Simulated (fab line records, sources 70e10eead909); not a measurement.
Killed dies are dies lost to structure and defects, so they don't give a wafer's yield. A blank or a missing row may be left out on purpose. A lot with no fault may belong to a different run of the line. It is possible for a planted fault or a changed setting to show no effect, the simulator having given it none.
fab line records | flow nand_harc | part 2 of 2: steps 5 to 6 of 6
record: lots: 19 wafers: 57 last_day: 33
route steps=1302 shown P_ZERO_WELL@61 P_STI@88 P_GATE@172 P_CONTACT@235 P_M0@268
lots with no fault: from the same line, run without faults
start_h: the number of hours between the record's first day and the start of the first shown wafer of the lot | wait_h: time in hours since the lot's previous step | " the same as in the row above | L1.1+2: a single row standing in for several wafers | - no value, or no start given | * or withheld: withheld | < > ~ a bound
route shown NAME@n: NAME is a module with steps in the file, n the number in the route of the first one | usual: the fault-free wafers' mean and standard deviation | same: alike in all rows | chamber/n: place in a boat | sites: readings site by site | _std_site: standard deviation of those values | _edge_site: inner sites' mean taken away from outer sites' mean | radius_mm: for every site, how far away it sits from the centre of the wafer | mask NAME#n: copy n | behind: the last tool/chamber to shape the wafer | hold: why the lot went on hold/how many hours it stayed there/how the hold came to an end | device: the transistor (n, p or np) that didn't switch | end of line: the same wafers' tests at the end of the route | a step given without rows: its recipe and nothing more | killed: dies that structure and defects cost at the first sort, which is not the same as the wafer's yield | map: the dies of a wafer, with x for killed, . for not killed, _ for no die there
set.NAME: the setting the step ran with; set.NAME@STEP: the setting that earlier step ran with | model.NAME: the simulator's own value behind a step, which no gauge read
a sample of lots followed through the steps of the route, with each step as a table and each wafer as a row
services: from which hour (start_h, from the record's first day; less than 0 if before it) a tool's chamber was out of use, for how many hours, and why
== steps ==
step: NHARC_P_CONTACT_DESCUM_17
recipe: time_s: 3 o2_flow_sccm: 200 ar_flow_sccm: 0 bias_power_w: 0 chemistry: O2
usual: chamber_pressure_mTorr: 60.00/0.051 drypump_motor_current_A: 5.5/0.46 oes_product_au: 1.001/0.0073 rf_vpp_V: 57.8/0.94 showerhead_plenum_p_Torr: 1.94/0.087 throttle_valve_pct: 11.311/0.0084
same: bias_power_w: 0
columns lot.wafer tool chamber start_h wait_h chamber_pressure_mTorr drypump_motor_current_A oes_product_au rf_hours_counter_h rf_vpp_V showerhead_plenum_p_Torr throttle_valve_pct
L074.1 rie_diel-13 0 115.98 0.1 59.95 6.0 0.982 3.6 58.0 1.95 11.318
L074.2 " 1 " " 59.97 5.4 1.002 3.6 58.9 2.04 11.318
L074.4 " 3 " " 60.12 5.8 0.992 3.4 57.5 2.04 11.312
L075.1 rie_diel-13 3 127.30 0.1 59.99 5.8 0.985 4.2 57.9 2.04 11.307
L075.3 " 1 " " 60.04 5.5 1.007 4.1 59.3 2.04 11.323
L075.6 " 0 " " 59.98 6.0 0.998 - 56.0 1.95 11.313
L077.4 rie_diel-02 1 151.46 0.1 59.99 4.9 0.994 5.3 58.8 2.06 11.324
L077.5 " 1 " " 60.03 4.9 0.996 - 58.0 2.06 11.307
L077.6 " 2 " " 59.97 5.7 0.999 - 58.6 1.83 11.295
L079.4 rie_diel-02 3 167.46 0.1 59.99 5.9 1.011 6.7 56.6 1.90 11.318
L079.1 " 0 " " 60.07 5.1 0.999 6.4 56.8 1.99 11.330
L079.6 " 0 " " 60.03 5.1 1.018 - 58.5 1.99 11.318
L082.3 rie_diel-06 3 201.89 0.1 60.05 4.6 1.007 1.2 57.9 1.92 11.310
L082.4 " 1 " " 60.00 5.9 1.007 1.6 58.4 1.94 11.309
L082.5 " 3 " " 60.02 4.6 1.009 - 57.9 1.92 11.312
L083.3 rie_diel-06 1 208.10 0.1 59.92 5.9 0.994 2.0 58.4 1.94 11.322
L083.4 " 2 " " 60.04 5.5 1.011 1.6 56.0 1.79 11.303
L083.6 " 1 " " 59.98 5.9 1.005 - 57.1 1.94 11.305
L084.1 rie_diel-06 3 223.95 0.1 59.96 4.6 0.996 2.2 57.4 1.92 11.298
L084.5 " 0 " " 60.09 6.1 1.003 - 58.4 2.03 11.300
L084.6 " 1 " " 60.01 6.0 1.001 - 57.1 1.94 11.304
L086.2 rie_diel-02 2 234.64 0.1 60.08 5.7 1.001 0.4 57.4 1.83 11.297
L086.5 " 2 " " 60.04 5.7 1.007 - 57.3 1.83 11.320
L086.6 " 3 " " 60.04 5.9 0.995 - 58.2 1.90 11.311
L087.1 rie_diel-06 3 249.15 0.1 60.11 4.6 1.003 3.0 56.8 1.92 11.318
L087.2 " 1 " " 60.02 5.9 1.002 3.7 59.1 1.94 11.298
L087.6 " 3 " " 60.10 4.6 1.005 - 57.0 1.92 11.298
L089.2 rie_diel-06 2 265.15 0.1 60.03 5.5 1.010 3.7 56.0 1.79 11.311
L089.1 " 3 " " 59.98 4.6 1.003 3.4 57.5 1.92 11.314
L089.6 " 2 " " 60.06 5.5 1.009 - 57.4 1.79 11.316
L088.4 rie_diel-02 2 265.86 0.1 60.01 5.7 1.000 1.9 56.9 1.83 11.318
L088.1 " 1 " " 60.06 4.9 0.986 2.0 58.0 2.05 11.312
L088.5 " 2 " " 59.99 5.7 0.999 - 58.2 1.83 11.311
L090.4 rie_diel-06 1 274.92 0.1 59.97 5.9 1.010 4.8 55.8 1.94 11.315
L090.1 " 3 " " 59.94 4.6 1.003 4.0 58.2 1.92 11.312
L090.6 " 1 " " 59.94 5.9 0.997 - 58.5 1.94 11.315
L091.4 rie_diel-02 2 285.93 0.1 60.01 5.7 1.001 3.0 57.7 1.83 11.298
L091.2 " 3 " " 60.02 5.9 1.010 2.6 57.1 1.90 11.316
L091.1 " 0 " " 60.00 5.1 0.995 3.3 57.8 1.98 11.296
L092.4 rie_diel-13 3 294.65 0.1 59.96 5.8 0.998 2.5 57.0 2.04 11.296
L092.2 " 1 " " 59.98 5.4 0.999 2.6 59.3 2.04 11.314
L092.6 " 0 " " 59.99 6.0 1.013 - 57.2 1.95 11.309
L093.2 rie_diel-13 3 311.49 0.1 60.03 5.8 0.998 3.2 60.4 2.04 11.306
L093.1 " 1 " " 59.93 5.4 1.009 3.2 57.5 2.04 11.306
L093.5 " 0 " " 60.00 6.0 1.018 - 57.8 1.95 11.309
L094.4 rie_diel-06 0 316.63 0.1 59.97 6.1 0.996 0 59.7 2.03 11.314
L094.1 " 2 " " 59.94 5.5 0.982 0 56.2 1.79 11.308
L094.5 " 1 " " 59.92 6.0 1.002 - 59.8 1.94 11.323
L095.2 rie_diel-02 1 327.89 0.1 60.04 4.9 0.999 5.6 58.5 2.05 11.307
L095.4 " 0 " " 59.98 5.2 1.012 5.7 58.3 1.98 11.313
L095.5 " 1 " " 60.03 4.9 1.002 - 57.3 2.05 11.315
L096.4 rie_diel-06 2 339.90 0.1 60.06 5.5 0.995 0.8 57.4 1.79 11.305
L096.2 " 3 " " 60.00 4.6 1.000 0.6 58.6 1.92 11.309
L096.6 " 2 " " 59.88 5.5 0.995 - 57.7 1.79 11.326
L097.2 rie_diel-02 1 347.67 0.1 59.89 4.9 1.003 6.9 58.4 2.05 11.305
L097.4 " 3 " " 59.94 5.9 1.000 6.3 58.2 1.90 11.304
L097.6 " 1 " " 59.96 4.9 1.012 - 58.2 2.05 11.312
step: NHARC_P_M0_ETCH_15
recipe: target_depth_a: 1500 overetch_a: 150 time_s: 82.5 c4f8_flow_sccm: withheld ar_flow_sccm: 400 rf_w: 600 bias_w: 300 chemistry: C4F8/Ar
usual: chamber_pressure_mTorr: 25.001/0.022 oes_product_au: 0.957/0.023 rf_vpp_V: 439.9/2.2
columns lot.wafer tool chamber start_h wait_h chamber_pressure_mTorr oes_product_au rf_hours_counter_h rf_vpp_V
L074.4 rie_diel-04 0 - - 25.019 0.907 45 441.3
L074.2 " 1 " " 24.972 0.914 43 443.7
L074.1 " 3 " " 24.987 0.919 42 437.9
L075.1 rie_diel-07 2 - - 25.052 0.983 0 441.7
L075.3 " 0 " " 24.994 0.971 0 438.3
L075.6 " 2 " " 25.025 0.982 - 441.4
L077.4 rie_diel-01 2 - - 24.964 0.910 41 441.9
L077.6 " 1 " " 25.043 0.922 - 436.9
L077.5 " 2 " " 24.985 0.912 - 440.5
L079.1 rie_diel-04 0 - - 24.991 0.919 61 440.8
L079.4 " 1 " " 25.004 0.921 59 442.2
L079.6 " 2 " " 25.018 0.930 - 442.9
L082.3 rie_diel-07 0 - - 25.008 0.970 14 437.9
L082.4 " 3 " " 24.976 0.969 15 442.1
L082.5 " 0 " " 24.991 0.965 - 439.1
L083.4 rie_diel-07 2 - - 25.017 0.957 20 440.8
L083.3 " 3 " " 25.012 0.985 16 440.7
L083.6 " 3 " " 24.998 0.982 - 440.1
L084.1 rie_diel-04 2 - - 25.014 0.955 14 441.1
L084.6 " 0 " " 25.001 0.961 - 440.1
L084.5 " 1 " " 25.035 0.974 - 443.8
L086.2 rie_diel-01 0 - - 24.972 0.980 7 437.6
L086.5 " 3 " " 25.036 0.969 - 438.6
L086.6 " 0 " " 24.972 0.968 - 437.5
L087.1 rie_diel-04 3 - - 24.975 0.980 20 436.1
L087.2 " 1 " " 24.989 0.946 21 442.5
L087.6 " 3 " " 25.006 0.974 - 435.7
L089.1 rie_diel-07 2 - - 24.986 0.969 30 442.1
L089.2 " 0 " " 24.989 0.983 26 438.8
L089.6 " 1 " " 25.026 0.961 - 439.2
L088.4 rie_diel-07 2 - - 25.006 0.953 30 442.8
L088.1 " 3 " " 25.035 0.969 27 440.5
L088.5 " 2 " " 24.971 0.969 - 442.7
L090.1 rie_diel-04 0 - - 25.003 0.977 24 439.7
L090.4 " 1 " " 25.039 0.970 26 444.1
L090.6 " 3 " " 24.959 0.967 - 435.1
L091.4 rie_diel-01 3 - - 25.003 0.977 22 438.0
L091.1 " 0 " " 24.989 0.968 23 436.7
L091.2 " 1 " " 25.014 0.961 23 438.1
L092.2 rie_diel-01 2 - - 24.974 0.928 25 441.7
L092.4 " 3 " " 25.010 0.947 26 437.0
L092.6 " 0 " " 25.004 0.957 - 435.9
L093.2 rie_diel-07 2 - - 25.028 0.988 2 441.6
L093.1 " 3 " " 25.034 0.962 2 440.4
L093.5 " 1 " " 25.002 0.978 - 439.5
L094.4 rie_diel-07 2 - - 25.025 0.974 2 442.2
L094.1 " 3 " " 24.984 0.978 2 440.7
L094.5 " 0 " " 24.980 0.976 - 438.8
L095.4 rie_diel-07 1 - - 24.994 0.960 4 440.6
L095.2 " 3 " " 25.018 0.960 4 440.6
L095.5 " 1 " " 25.032 0.956 - 437.7
L096.4 rie_diel-04 2 - - 24.982 0.915 50 443.3
L096.2 " 0 " " 25.001 0.924 48 439.3
L096.6 " 1 " " 24.970 0.916 - 442.0
L097.4 rie_diel-04 1 - - 25.007 0.929 52 442.2
L097.2 " 0 " " 25.005 0.919 50 438.8
L097.6 " 1 " " 24.998 0.917 - 441.4
== services ==
columns tool chamber start_h hours kind
rie_diel-07 - 4.35 0.5 repair
rie_diel-04 3 9.39 7.5 repair
rtp_anneal-02 - 12.00 12.0 pm
rie_diel-12 1 16.40 15.4 repair
rie_diel-01 - 26.80 9.0 pm
rie_diel-06 - 73.27 0.3 repair
rie_diel-11 - 78.50 9.0 pm
rie_diel-12 - 91.40 9.0 pm
rie_diel-07 - 117.29 9.0 pm
rie_diel-04 - 122.24 0.3 repair
rie_diel-12 3 160.86 2.2 repair
rie_diel-04 3 161.32 4.8 repair
rie_diel-04 - 177.97 9.0 pm
rie_diel-01 - 203.80 9.0 pm
rie_diel-01 - 241.30 0.4 repair
rie_diel-04 - 248.66 0.2 repair
rie_diel-12 0 251.52 10.3 repair
rie_diel-01 2 252.71 5.5 repair
rie_diel-12 2 253.54 4.0 repair
rie_diel-12 - 268.40 9.0 pm
rie_diel-01 - 276.69 1.2 repair
rie_diel-12 1 325.14 5.4 repair
rie_diel-01 1 342.60 41.4 repair
rie_diel-04 2 346.80 3.1 repair
